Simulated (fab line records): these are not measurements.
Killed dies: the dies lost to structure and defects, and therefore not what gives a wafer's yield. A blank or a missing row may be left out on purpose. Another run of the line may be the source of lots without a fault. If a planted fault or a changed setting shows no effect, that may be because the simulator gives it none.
fab line records    flow nandHarc
record lots=6  wafers=18  lastDay=23
route steps=1159 shown A_BONDPAD@1065 END@1159
lots that met no fault: from a run of the same line without faults
startH: the number of hours between the record's first day and the start of the first shown wafer of the lot    waitH: how many hours have passed since the lot's step before this one    " unchanged from the row above    L1.1+2: a row that stands for several wafers    - value missing, or start not given    * or withheld: withheld    < > ~ a bound
route shown NAME@n: a module of which the file shows steps, and the number in the route of the first    usual: mean/standard deviation taken from wafers without a fault    same: alike in all rows    chamber/n: place in a boat    sites: readings site by site    _std_site: standard deviation of those values    _edge_site: mean of outer sites minus mean of inner sites    radiusMm: for every site, how far away it sits from the centre of the wafer    mask NAME#n: copy n    behind: the tool/chamber that last shaped the wafer    hold: reason for holding the lot/hours on hold/outcome of the hold    device: transistor that didn't switch, given as n, p or np    end of line: the route-end tests of the same wafers    a step given without rows: its recipe and nothing more    killed: dies lost to structure and defects at the first sort, not the wafer's yield    map: dies across one wafer; x = killed, . = not, _ = none there
set.NAME: the run value of the setting; set.NAME@STEP: its run value at that earlier step    model.NAME: the simulator's own value behind a step, which no gauge read
lots at some steps of the route; a table a step, a row a wafer
services: when a tool's chamber went out of use (startH, in hours from the record's first day, below 0 if earlier), for how many hours, and the reason
## steps
# step NHARC_A_BONDPAD_COAT_33
# recipe tempC=200  timeS=65
# step NHARC_A_BONDPAD_COAT_03
# recipe spinRpm=2000  resistThkNm=600
# step NHARC_A_BONDPAD_SOFTBAKE_04
# recipe tempC=125  timeS=70
# step NHARC_A_BONDPAD_EBR_05
# step NHARC_A_BONDPAD_EXPOSE_06
# recipe na=0.55  doseMj=36.99  maskId=A_BPAD
# step NHARC_A_BONDPAD_PEB_07
# recipe pebTempC=128  pebTimeS=80
# step NHARC_A_BONDPAD_DEVELOP_08
# recipe timeS=50  devTempC=22
# step NHARC_A_BONDPAD_CD_MEAS_09
# recipe targetCdNm=500  landingEnergyEv=500
# usual cdNm=500.6/2
lot.wafer  tool      chamber  startH  waitH  cdNm
L556.3     cdSem-02  0        422.74  -      498.7
L556.4     "         0        "       "      500.5
L556.5     "         0        "       "      500.4
L567.2     cdSem-02  0        462.86  -      501.2
L567.3     "         0        "       "      500.5
L567.4     "         0        "       "      503.3
L568.3     cdSem-02  0        472.86  -      500.7
L568.5     "         0        "       "      500.9
L568.6     "         0        "       "      499.0
L571.1     cdSem-02  0        486.15  -      499.5
L571.2     "         0        "       "      498.5
L571.3     "         0        "       "      497.8
L574.2     cdSem-01  0        512.68  -      499.1
L574.4     "         0        "       "      497.2
L574.6     "         0        "       "      498.8
L577.1     cdSem-01  0        515.82  -      499.1
L577.2     "         0        "       "      499.1
L577.4     "         0        "       "      499.7
# step NHARC_A_BONDPAD_OVL_MEAS_35
# usual overlayXNm=0/5.9  overlayYNm=0/6
lot.wafer  tool        chamber  startH  waitH  overlayXNm  overlayYNm
L556.3     overlay-02  -        422.82  -      -2          -1
L556.4     "           -        "       "      -1          -1
L556.5     "           -        "       "      -2          -2
L567.2     overlay-02  -        462.95  -      3           2
L567.3     "           -        "       "      2           1
L567.4     "           -        "       "      3           1
L568.3     overlay-01  -        472.95  -      -6          -6
L568.5     "           -        "       "      -6          -7
L568.6     "           -        "       "      -7          -7
L571.1     overlay-01  -        486.24  -      9           -8
L571.2     "           -        "       "      9           -8
L571.3     "           -        "       "      8           -8
L574.2     overlay-02  -        512.77  -      6           3
L574.4     "           -        "       "      6           2
L574.6     "           -        "       "      5           3
L577.1     overlay-02  -        515.91  -      3           -5
L577.2     "           -        "       "      3           -4
L577.4     "           -        "       "      2           -4
# step NHARC_A_BONDPAD_HARDBAKE_10
# recipe tempC=118  timeS=65
# step NHARC_A_BONDPAD_DESCUM_11
# recipe timeS=3  o2FlowSccm=200  arFlowSccm=0  biasPowerW=0  chemistry=O2
# usual drypumpMotorCurrentA=5.4/0.48  oesProductAu=1.004/0.0092  rfVppV=57.5/0.9  showerheadPlenumPTorr=1.87/0.055  throttleValvePct=11.311/0.0085
lot.wafer  tool        chamber  startH  waitH  drypumpMotorCurrentA  oesProductAu  rfHoursCounterH  rfVppV  showerheadPlenumPTorr  throttleValvePct
L556.4     rieDiel-09  0        422.94  -      4.9                   1.007         5                56.6    1.79                   11.303
L556.3     "           1        "       "      6.0                   1.007         6                58.5    1.92                   11.305
L556.5     "           0        "       "      4.9                   0.994         -                57.7    1.79                   11.310
L567.3     rieDiel-12  0        463.07  -      5.8                   0.997         28               58.3    1.89                   11.311
L567.2     "           2        "       "      5.4                   1.011         23               57.5    1.89                   11.314
L567.4     "           3        "       "      4.7                   0.990         28               55.9    1.84                   11.315
L568.3     rieDiel-09  1        473.08  -      6.0                   0.991         2                58.0    1.92                   11.312
L568.6     "           0        "       "      4.9                   0.990         -                55.6    1.79                   11.318
L568.5     "           1        "       "      6.1                   0.996         -                57.5    1.92                   11.320
L571.1     rieDiel-09  3        486.37  -      5.1                   1.019         2                56.5    1.85                   11.298
L571.3     "           0        "       "      5.0                   1.002         2                57.6    1.79                   11.324
L571.2     "           1        "       "      6.1                   1.001         2                56.6    1.92                   11.314
L574.4     rieDiel-09  2        512.89  -      5.0                   1.016         3                58.1    1.89                   11.310
L574.2     "           0        "       "      4.9                   1.004         3                56.6    1.79                   11.293
L574.6     "           3        "       "      5.1                   1.015         -                56.9    1.85                   11.317
L577.2     rieDiel-09  1        516.04  -      6.1                   1.013         3                58.1    1.92                   11.311
L577.4     "           2        "       "      5.0                   1.019         3                58.0    1.89                   11.309
L577.1     "           0        "       "      4.9                   1.005         3                56.4    1.79                   11.324
# step NHARC_A_BONDPAD_ETCH_34
# recipe targetDepthA=600  overetchA=180  timeS=65.91  ionEnergyEv=200  n2FlowSccm=150  h2FlowSccm=150  arFlowSccm=0  rfW=400  biasW=150  chemistry=N2/H2
# usual biasW=150.1/0.45  chamberPressureMTorr=30.001/0.028  drypumpMotorCurrentA=5.4/0.48  oesProductAu=1.005/0.01  rfVppV=428.9/1.7  showerheadPlenumPTorr=1.98/0.056  throttleValvePct=14.172/0.0085
lot.wafer  tool        chamber  startH  waitH  biasW  chamberPressureMTorr  drypumpMotorCurrentA  oesProductAu  rfHoursCounterH  rfVppV  showerheadPlenumPTorr  throttleValvePct
L556.3     rieDiel-09  0        423.04  0.1    151.1  29.937                4.9                   1.004         5                427.7   1.91                   14.177
L556.4     "           1        "       "      150.0  29.970                6.0                   0.998         6                431.4   2.04                   14.164
L556.5     "           3        "       "      150.1  29.999                5.1                   1.000         -                428.5   1.97                   14.177
L567.2     rieDiel-12  2        463.29  0.2    149.9  29.981                5.5                   0.998         23               429.7   2.02                   14.172
L567.4     "           0        "       "      150.2  29.987                5.9                   1.011         28               430.7   2.01                   14.175
L567.3     "           1        "       "      150.0  30.035                6.0                   0.975         29               431.7   2.10                   14.184
L568.3     rieDiel-09  2        473.16  0.1    150.0  30.001                5.0                   1.030         1                429.2   2.02                   14.175
L568.6     "           1        "       "      149.8  30.003                6.1                   1.003         -                429.6   2.04                   14.176
L568.5     "           2        "       "      150.4  30.001                5.0                   1.017         -                429.9   2.02                   14.168
L571.1     rieDiel-09  1        486.47  0.1    149.9  30.004                6.1                   1.001         2                429.4   2.04                   14.170
L571.2     "           2        "       "      149.7  30.049                5.0                   1.011         2                431.0   2.02                   14.165
L571.3     "           3        "       "      150.8  30.015                5.2                   1.009         2                428.5   1.97                   14.169
L574.2     rieDiel-09  0        512.99  0.1    150.0  29.973                4.9                   1.007         3                427.3   1.91                   14.167
L574.4     "           1        "       "      150.2  30.008                6.1                   1.011         3                430.4   2.04                   14.174
L574.6     "           3        "       "      150.3  30.070                5.2                   1.003         -                428.3   1.97                   14.169
L577.2     rieDiel-09  1        516.13  0.1    149.8  30.000                6.1                   1.005         3                430.9   2.04                   14.170
L577.4     "           2        "       "      150.7  30.009                5.0                   1.022         3                430.6   2.02                   14.171
L577.1     "           3        "       "      150.3  30.024                5.1                   1.006         3                427.9   1.97                   14.177
# step NHARC_A_BONDPAD_ETCH_12
# recipe targetDepthA=2200  timeS=110  chf3FlowSccm=50  o2FlowSccm=10  arFlowSccm=200  rfW=500  biasW=200  chemistry=CHF3/O2
# usual biasW=200.0/0.63  chamberPressureMTorr=25.002/0.027  drypumpMotorCurrentA=5.4/0.47  oesProductAu=0.953/0.025  rfVppV=369.2/1.5  showerheadPlenumPTorr=2.34/0.065  throttleValvePct=20.573/0.0095
lot.wafer  tool        chamber  startH  waitH  biasW  chamberPressureMTorr  drypumpMotorCurrentA  oesProductAu  rfHoursCounterH  rfVppV  showerheadPlenumPTorr  throttleValvePct
L556.3     rieDiel-09  1        423.13  -      200.0  24.998                6.1                   0.964         6                370.8   2.41                   20.578
L556.4     "           2        "       "      199.4  25.031                5.0                   0.972         6                370.3   2.38                   20.562
L556.5     "           0        "       "      199.9  24.985                4.9                   0.966         -                365.7   2.26                   20.563
L567.2     rieDiel-12  3        463.38  -      199.8  25.047                4.7                   0.941         28               370.5   2.31                   20.577
L567.3     "           0        "       "      200.0  24.974                5.8                   0.942         28               370.0   2.37                   20.575
L567.4     "           1        "       "      199.4  25.028                6.0                   0.920         29               371.4   2.47                   20.573
L568.3     rieDiel-09  0        473.26  -      -      -                     -                     -             -                -       -                      -
L568.5     "           2        "       "      -      -                     -                     -             -                -       -                      -
L568.6     "           3        "       "      -      -                     -                     -             -                -       -                      -
L571.1     rieDiel-09  1        486.56  -      -      -                     -                     -             -                -       -                      -
L571.3     "           3        "       "      -      -                     -                     -             -                -       -                      -
L571.2     "           0        "       "      -      -                     -                     -             -                -       -                      -
L574.2     rieDiel-09  0        513.07  -      199.1  25.002                4.9                   0.980         3                367.6   2.26                   20.559
L574.4     "           2        "       "      199.6  25.023                5.0                   0.974         3                370.4   2.38                   20.555
L574.6     "           0        "       "      198.7  25.025                4.9                   0.984         -                367.2   2.25                   20.563
L577.1     rieDiel-09  0        516.23  -      199.4  25.001                4.9                   0.953         3                367.0   2.25                   20.592
L577.2     "           1        "       "      201.0  24.979                6.0                   0.951         3                371.7   2.40                   20.574
L577.4     "           2        "       "      200.4  24.993                5.0                   0.947         3                369.4   2.38                   20.581
# step NHARC_A_BONDPAD_CD_MEAS_13
# usual cdNm=500.3/2
lot.wafer  tool      chamber  startH  waitH  cdNm
L556.3     cdSem-01  -        423.26  -      498.4
L556.4     "         -        "       "      501.0
L556.5     "         -        "       "      499.8
L567.2     cdSem-02  -        463.53  -      502.1
L567.3     "         -        "       "      499.9
L567.4     "         -        "       "      504.1
L568.3     cdSem-03  -        473.39  -      500.9
L568.5     "         -        "       "      501.5
L568.6     "         -        "       "      499.4
L571.1     cdSem-01  -        486.70  -      499.9
L571.2     "         -        "       "      499.3
L571.3     "         -        "       "      498.1
L574.2     cdSem-02  -        513.21  -      498.3
L574.4     "         -        "       "      496.9
L574.6     "         -        "       "      498.4
L577.1     cdSem-02  -        516.36  -      498.9
L577.2     "         -        "       "      499.5
L577.4     "         -        "       "      499.6
# step NHARC_END_SORT_01
# recipe tempC=25
# usual defectLimitedYield=95.1/1.3  killedAtArray=29/8.4  killedAtOther=0.7/1.2  killedAtPeriphery=3.8/2.1  killedDies=33/9  killedOpen=3.4/2  killedShort=2.1/1.4  sort_bin_2_pct=1.5/0.56  sort_bin_3_pct=0.26/0.2  sort_bin_4_pct=3.1/0.91  sortNPass=644/9  sortRimYieldPct=96.2/2.2  sortYieldPct=95.1/1.3
# same grossDies=677  sort_bin_5_pct[%]=0  sort_bin_6_pct[%]=0  sort_bin_7_pct[%]=0  sort_bin_8_pct[%]=0  sortRimNGross=106.00
lot.wafer  tool       chamber  startH  waitH  defectLimitedYield[%]  killedAtArray  killedAtOther  killedAtPeriphery  killedDies  killedOpen  killedShort  sort_bin_2_pct[%]  sort_bin_3_pct[%]  sort_bin_4_pct[%]  sortNPass  sortRimYieldPct[%]  sortYieldPct[%]
L556.3     prober-01  0        489.27  3.1    94.2                   29             0              10                 39          4           4            1.2                0.30               4.3                638        96.2                94.2
L556.4     prober-01  0        490.07  3.4    94.5                   30             0              7                  37          6           0            1.9                0.44               3.1                640        95.3                94.5
L556.5     prober-01  0        490.88  3.7    95.3                   29             0              3                  32          0           3            1.0                0.15               3.5                645        99.1                95.3
L567.2     prober-02  0        519.68  2.8    95.4                   24             0              7                  31          1           1            1.2                0.30               3.1                646        94.3                95.4
L567.3     prober-02  0        520.48  3.1    96.8                   21             0              1                  22          4           1            0.9                0.15               2.2                655        96.2                96.8
L567.4     prober-02  0        521.27  3.4    95.1                   31             0              2                  33          2           2            1.9                0.15               2.8                644        96.2                95.1
L568.3     prober-01  0        528.34  3.1    0                      673            2              2                  677         1           1            97.2               0.30               2.5                0          0                   0
L568.5     prober-01  0        529.95  3.7    0                      670            2              5                  677         6           1            96.6               0.15               3.2                0          0                   0
L568.6     prober-01  0        530.76  4.0    0                      669            3              5                  677         2           3            96.5               0.44               3.1                0          0                   0
L571.1     prober-02  0        534.46  2.5    0                      675            0              2                  677         5           1            97.3               0.15               2.5                0          0                   0
L571.2     prober-02  0        535.26  2.8    0                      675            0              2                  677         3           2            97.0               0.30               2.7                0          0                   0
L571.3     prober-02  0        536.06  3.1    0                      674            0              3                  677         6           1            96.6               0.30               3.1                0          0                   0
L574.2     prober-01  0        551.07  2.8    91.7                   49             2              5                  56          4           1            2.5                0.59               5.2                621        96.2                91.7
L574.4     prober-01  0        552.69  3.4    94.4                   36             0              2                  38          3           3            2.7                0.15               2.8                639        97.2                94.4
L574.6     prober-01  0        554.30  4.0    91.6                   52             2              3                  57          6           2            3.2                0.30               4.9                620        95.3                91.6
L577.1     prober-01  0        558.10  2.5    93.9                   35             1              5                  41          1           1            2.1                0.44               3.5                636        98.1                93.9
L577.2     prober-01  0        558.89  2.8    94.1                   36             0              4                  40          2           2            1.9                0.30               3.7                637        97.2                94.1
L577.4     prober-01  0        560.49  3.4    93.8                   37             0              5                  42          1           3            1.9                0.59               3.7                635        97.2                93.8
# killed by level:class
L556.3 A_CHANNEL_HOLE_D1:chamberFilmFlake=11 A_SLIT:chamberFilmFlake=9 P_M1:chamberFilmFlake=4 A_STAIRCASE:chamberFilmFlake=4 A_CHANNEL_FILL_D1:geometricParticle:short=2 P_STI:geometricParticle:open=1 P_M0:geometricParticle:open=1 P_M0:geometricParticle:short=1
L556.4 A_SLIT:chamberFilmFlake=10 A_CHANNEL_HOLE_D1:chamberFilmFlake=9 A_STAIRCASE:chamberFilmFlake=3 P_CONTACT:geometricParticle:open=2 P_M1:chamberFilmFlake=2 A_CONTACT:chamberFilmFlake=2 A_CHANNEL_HOLE_D1:geometricParticle:open=1 A_WL_FILL:geometricParticle:open=1
L556.5 A_SLIT:chamberFilmFlake=14 A_CHANNEL_HOLE_D1:chamberFilmFlake=9 A_CHANNEL_FILL_D1:chamberFilmFlake=2 A_STAIRCASE:chamberFilmFlake=2 P_M0:geometricParticle:short=1 A_CHANNEL_FILL_D1:geometricParticle:short=1 A_WL_FILL:geometricParticle:short=1 P_ZERO_WELL:chamberFilmFlake=1
L567.2 A_SLIT:chamberFilmFlake=14 A_CONTACT:chamberFilmFlake=7 P_CONTACT:chamberFilmFlake=5 A_CHANNEL_HOLE_D1:chamberFilmFlake=2 P_GATE:geometricParticle:open=1 P_CONTACT:geometricParticle:short=1 A_STAIRCASE:chamberFilmFlake=1
L567.3 A_SLIT:chamberFilmFlake=10 A_CONTACT:chamberFilmFlake=3 A_ONON_D1:geometricParticle:open=2 A_CHANNEL_HOLE_D1:chamberFilmFlake=2 A_CHANNEL_FILL_D1:geometricParticle:open=1 A_WL_FILL:geometricParticle:short=1 A_M1:geometricParticle:open=1 P_CONTACT:chamberFilmFlake=1
L567.4 A_SLIT:chamberFilmFlake=18 A_CHANNEL_HOLE_D1:chamberFilmFlake=4 A_CONTACT:chamberFilmFlake=3 P_M2:geometricParticle:short=1 A_ONON_D1:geometricParticle:open=1 A_CHANNEL_HOLE_D1:geometricParticle:short=1 A_SGD_CUT:geometricParticle:open=1 P_M0:chamberFilmFlake=1
L568.3 A_BONDPAD:areaEtch=652 A_CHANNEL_HOLE_D1:chamberFilmFlake=12 A_STAIRCASE:chamberFilmFlake=3 A_CONTACT:chamberFilmFlake=3 P_GATE:chamberFilmFlake=2 A_ONON_D1:geometricParticle:short=1 STARTING-WAFER:geometricParticle:open=1 A_WL_FILL:chamberFilmFlake=1
L568.5 A_BONDPAD:areaEtch=647 A_CHANNEL_HOLE_D1:chamberFilmFlake=10 A_CONTACT:chamberFilmFlake=5 P_GATE:chamberFilmFlake=3 A_M0:geometricParticle:open=2 A_STAIRCASE:chamberFilmFlake=2 THIN_TSV:chamberFilmFlake=2 P_CONTACT:geometricParticle:short=1
L568.6 A_BONDPAD:areaEtch=643 A_CHANNEL_HOLE_D1:chamberFilmFlake=14 A_CONTACT:chamberFilmFlake=4 P_GATE:chamberFilmFlake=3 A_STAIRCASE:chamberFilmFlake=3 THIN_TSV:chamberFilmFlake=3 A_ONON_D1:geometricParticle:short=2 A_CHANNEL_HOLE_D1:geometricParticle:open=1
L571.1 A_BONDPAD:areaEtch=647 A_CHANNEL_HOLE_D1:chamberFilmFlake=20 A_WL_FILL:geometricParticle:open=2 A_M1:chamberFilmFlake=2 P_STI:geometricParticle:short=1 P_M0:geometricParticle:open=1 A_CONTACT:geometricParticle:open=1 A_M0:geometricParticle:open=1
L571.2 A_BONDPAD:areaEtch=649 A_CHANNEL_HOLE_D1:chamberFilmFlake=17 A_STAIRCASE:chamberFilmFlake=3 A_WL_FILL:geometricParticle:open=2 P_M0:geometricParticle:short=1 A_CHANNEL_FILL_D1:geometricParticle:open=1 A_CHANNEL_FILL_D1:geometricParticle:short=1 P_GATE:chamberFilmFlake=1
L571.3 A_BONDPAD:areaEtch=644 A_CHANNEL_HOLE_D1:chamberFilmFlake=20 A_STAIRCASE:chamberFilmFlake=4 A_CONTACT:geometricParticle:open=3 P_M0:geometricParticle:open=2 A_ZERO_WELL:chamberFilmFlake=2 P_CONTACT:geometricParticle:open=1 A_CHANNEL_FILL_D1:geometricParticle:short=1
L574.2 A_CHANNEL_HOLE_D1:chamberFilmFlake=20 A_SLIT:chamberFilmFlake=20 A_STAIRCASE:chamberFilmFlake=3 A_ONON_D1:geometricParticle:open=2 P_GATE:chamberFilmFlake=2 THIN_TSV:chamberFilmFlake=2 A_CONTACT:chamberFilmFlake=2 P_CONTACT:geometricParticle:open=1
L574.4 A_CHANNEL_HOLE_D1:chamberFilmFlake=15 A_SLIT:chamberFilmFlake=10 A_CONTACT:geometricParticle:open=3 A_STAIRCASE:chamberFilmFlake=3 P_STI:chamberFilmFlake=2 A_ONON_D1:geometricParticle:short=1 A_SGD_CUT:geometricParticle:short=1 A_CONTACT:geometricParticle:short=1
L574.6 A_SLIT:chamberFilmFlake=21 A_CHANNEL_HOLE_D1:chamberFilmFlake=19 A_CONTACT:chamberFilmFlake=5 A_SGD_CUT:geometricParticle:open=2 A_CONTACT:geometricParticle:open=2 THIN_TSV:chamberFilmFlake=2 P_GATE:geometricParticle:short=1 P_CONTACT:geometricParticle:open=1
L577.1 A_SLIT:chamberFilmFlake=20 A_CHANNEL_HOLE_D1:chamberFilmFlake=6 A_STAIRCASE:chamberFilmFlake=4 P_ZERO_WELL:chamberFilmFlake=3 A_CONTACT:chamberFilmFlake=3 P_M2:geometricParticle:open=1 A_CHANNEL_HOLE_D1:geometricParticle:short=1 P_GATE:chamberFilmFlake=1
L577.2 A_SLIT:chamberFilmFlake=14 A_CHANNEL_HOLE_D1:chamberFilmFlake=12 A_STAIRCASE:chamberFilmFlake=3 A_BLC:chamberFilmFlake=3 P_CONTACT:geometricParticle:open=1 A_ONON_D1:geometricParticle:short=1 A_CHANNEL_FILL_D1:geometricParticle:open=1 A_CHANNEL_FILL_D1:geometricParticle:short=1
L577.4 A_SLIT:chamberFilmFlake=16 A_CHANNEL_HOLE_D1:chamberFilmFlake=14 A_STAIRCASE:chamberFilmFlake=3 P_ZERO_WELL:chamberFilmFlake=2 P_CONTACT:geometricParticle:short=1 P_M0:geometricParticle:short=1 A_CHANNEL_FILL_D1:geometricParticle:short=1 A_M0:geometricParticle:open=1
# map L568.3 (x killed, . not)
____________x____________
_________xxxxxxx_________
_______xxxxxxxxxxx_______
______xxxxxxxxxxxxx______
_____xxxxxxxxxxxxxxx_____
____xxxxxxxxxxxxxxxxx____
____xxxxxxxxxxxxxxxxx____
___xxxxxxxxxxxxxxxxxxx___
___xxxxxxxxxxxxxxxxxxx___
__xxxxxxxxxxxxxxxxxxxxx__
__xxxxxxxxxxxxxxxxxxxxx__
_xxxxxxxxxxxxxxxxxxxxxxx_
_xxxxxxxxxxxxxxxxxxxxxxx_
_xxxxxxxxxxxxxxxxxxxxxxx_
_xxxxxxxxxxxxxxxxxxxxxxx_
_xxxxxxxxxxxxxxxxxxxxxxx_
xxxxxxxxxxxxxxxxxxxxxxxxx
xxxxxxxxxxxxxxxxxxxxxxxxx
xxxxxxxxxxxxxxxxxxxxxxxxx
xxxxxxxxxxxxxxxxxxxxxxxxx
xxxxxxxxxxxxxxxxxxxxxxxxx
_xxxxxxxxxxxxxxxxxxxxxxx_
_xxxxxxxxxxxxxxxxxxxxxxx_
_xxxxxxxxxxxxxxxxxxxxxxx_
_xxxxxxxxxxxxxxxxxxxxxxx_
_xxxxxxxxxxxxxxxxxxxxxxx_
__xxxxxxxxxxxxxxxxxxxxx__
__xxxxxxxxxxxxxxxxxxxxx__
___xxxxxxxxxxxxxxxxxxx___
___xxxxxxxxxxxxxxxxxxx___
____xxxxxxxxxxxxxxxxx____
____xxxxxxxxxxxxxxxxx____
_____xxxxxxxxxxxxxxx_____
______xxxxxxxxxxxxx______
_______xxxxxxxxxxx_______
_________xxxxxxx_________
____________x____________
# map L571.1 (x killed, . not)
____________x____________
_________xxxxxxx_________
_______xxxxxxxxxxx_______
______xxxxxxxxxxxxx______
_____xxxxxxxxxxxxxxx_____
____xxxxxxxxxxxxxxxxx____
____xxxxxxxxxxxxxxxxx____
___xxxxxxxxxxxxxxxxxxx___
___xxxxxxxxxxxxxxxxxxx___
__xxxxxxxxxxxxxxxxxxxxx__
__xxxxxxxxxxxxxxxxxxxxx__
_xxxxxxxxxxxxxxxxxxxxxxx_
_xxxxxxxxxxxxxxxxxxxxxxx_
_xxxxxxxxxxxxxxxxxxxxxxx_
_xxxxxxxxxxxxxxxxxxxxxxx_
_xxxxxxxxxxxxxxxxxxxxxxx_
xxxxxxxxxxxxxxxxxxxxxxxxx
xxxxxxxxxxxxxxxxxxxxxxxxx
xxxxxxxxxxxxxxxxxxxxxxxxx
xxxxxxxxxxxxxxxxxxxxxxxxx
xxxxxxxxxxxxxxxxxxxxxxxxx
_xxxxxxxxxxxxxxxxxxxxxxx_
_xxxxxxxxxxxxxxxxxxxxxxx_
_xxxxxxxxxxxxxxxxxxxxxxx_
_xxxxxxxxxxxxxxxxxxxxxxx_
_xxxxxxxxxxxxxxxxxxxxxxx_
__xxxxxxxxxxxxxxxxxxxxx__
__xxxxxxxxxxxxxxxxxxxxx__
___xxxxxxxxxxxxxxxxxxx___
___xxxxxxxxxxxxxxxxxxx___
____xxxxxxxxxxxxxxxxx____
____xxxxxxxxxxxxxxxxx____
_____xxxxxxxxxxxxxxx_____
______xxxxxxxxxxxxx______
_______xxxxxxxxxxx_______
_________xxxxxxx_________
____________x____________
## services
tool        chamber  startH  hours  kind
rieDiel-09  2        408.98  4.2    repair
rieDiel-09  0        410.39  -      clean
rieDiel-09  1        410.39  -      clean
rieDiel-09  3        410.39  -      clean
rieDiel-12  2        429.66  12.4   repair
rieDiel-09  -        431.38  9.0    pm
rieDiel-09  0        431.38  9.0    ventCycle
rieDiel-09  1        431.38  9.0    ventCycle
rieDiel-09  2        431.38  9.0    ventCycle
rieDiel-09  3        431.38  9.0    ventCycle
rieDiel-09  0        440.38  -      clean
rieDiel-09  1        440.38  -      clean
rieDiel-09  2        440.38  -      clean
rieDiel-09  3        440.38  -      clean
rieDiel-09  0        464.88  -      clean
rieDiel-09  1        464.88  -      clean
rieDiel-09  2        464.88  -      clean
rieDiel-09  3        464.88  -      clean
rieDiel-12  0        470.14  6.4    repair
rieDiel-12  1        473.86  5.9    repair
rieDiel-09  0        489.38  -      clean
rieDiel-09  1        489.38  -      clean
rieDiel-09  2        489.38  -      clean
rieDiel-09  3        489.38  -      clean
## key
firstSign step=NHARC_A_BONDPAD_ETCH_12  reading=toolRecord  direction=missing
effect step=NHARC_END_SORT_01  reading=sort_bin_2_pct  direction=up  sigmas=99+  usual=1.5  struck=96.9
moreKillsBornAt NHARC_A_BONDPAD_ETCH_12@rieDiel-09=3882
metAt NHARC_A_BONDPAD_ETCH_12
struckWafers L568.3,L568.5,L568.6,L571.1,L571.2,L571.3
laterRowsLeftOut L568.3,L568.5,L568.6,L571.1,L571.2,L571.3
onsetBetween 423.13 473.26
fault kind=skippedStepWhole  tool=rieDiel-09  chamber=-  onsetH=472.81  steps=NHARC_A_BONDPAD_ETCH_12  scope=struckLotsOnly
# laterRowsLeftOut: the simulator's readings of these wafers behind a module that went badly wrong aren't trusted and aren't shown, but for the sort
